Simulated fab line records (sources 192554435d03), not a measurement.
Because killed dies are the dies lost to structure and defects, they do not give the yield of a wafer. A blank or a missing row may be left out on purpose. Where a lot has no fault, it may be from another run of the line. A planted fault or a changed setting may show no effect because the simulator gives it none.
Matching of chambers + flow n5 finfet + 3 sister chambers for N5_BEOL_M3_STRIP_66 on rie diel-02
The step strips in CF4. 14 wafers are shown with their chamber, then 5 later ones without.

WAFERS, EACH WITH ITS CHAMBER
| wafer  | chamber | drypump motor current A (A) | showerhead plenum p Torr (Torr) | rf vpp V (V) |
|--------|---------|-----------------------------|---------------------------------|--------------|
| L075.3 | 1       | 5.1                         | 1.88                            | 273.8        |
| L075.4 | 3       | 6.4                         | 1.79                            | 271.0        |
| L075.5 | 2       | 6.3                         | 1.71                            | 270.1        |
| L083.3 | 3       | 6.5                         | 1.78                            | 269.7        |
| L083.5 | 2       | 6.3                         | 1.70                            | 268.1        |
| L083.6 | 1       | 5.1                         | 1.87                            | 272.1        |
| L086.1 | 1       | 5.1                         | 1.87                            | 271.7        |
| L086.2 | 3       | 6.5                         | 1.78                            | 270.4        |
| L086.6 | 2       | 6.3                         | 1.70                            | 269.0        |
| L090.1 | 1       | 5.1                         | 1.87                            | 272.6        |
| L090.4 | 2       | 6.3                         | 1.70                            | 268.1        |
| L090.5 | 2       | 6.3                         | 1.70                            | 268.9        |
| L093.1 | 2       | 6.3                         | 1.70                            | 270.0        |
| L093.2 | 3       | 6.4                         | 1.78                            | 271.1        |

SIGNATURES, as means of the wafers listed above
| reading                  | chamber 1 | chamber 2 | chamber 3 | scatter within a chamber |
|--------------------------|-----------|-----------|-----------|--------------------------|
| drypump motor current A  | 5.100     | 6.300     | 6.450     | 0.0302                   |
| showerhead plenum p Torr | 1.8725    | 1.7017    | 1.7825    | 0.00461                  |
| rf vpp V                 | 272.550   | 269.033   | 270.550   | 0.83                     |
Rule: for each reading, subtract the chamber's mean from the wafer's reading, divide by that reading's scatter and square the result; add these up over the readings and take the root, which gives the wafer's distance from the chamber. If the next closest chamber is less than 2 further off than the closest, the wafer can't be placed; otherwise it belongs to the closest. The scatter: take each reading less its chamber's mean, square it, sum over the shown wafers, divide by the number of wafers less the number of chambers, and take the root.

WAFERS WITHOUT THEIR CHAMBER
| wafer  | drypump motor current A (A) | showerhead plenum p Torr (Torr) | rf vpp V (V) |
|--------|-----------------------------|---------------------------------|--------------|
| L093.6 | 5.1                         | 1.87                            | 272.8        |
| L095.1 | 6.3                         | 1.70                            | 270.2        |
| L095.5 | 6.5                         | 1.77                            | 270.2        |
| L096.1 | 5.1                         | 1.87                            | 272.0        |
| L096.4 | 6.3                         | 1.70                            | 268.9        |

WHICH CHAMBER EACH ONE RAN IN
| wafer  | from the rows above | in truth |
|--------|---------------------|----------|
| L093.6 | 1                   | 1        |
| L095.1 | 2                   | 2        |
| L095.5 | 3                   | 3        |
| L096.1 | 1                   | 1        |
| L096.4 | 2                   | 2        |
Placed correctly: 5 of 5. Not placeable from these rows: 0. Placed wrongly: 0.
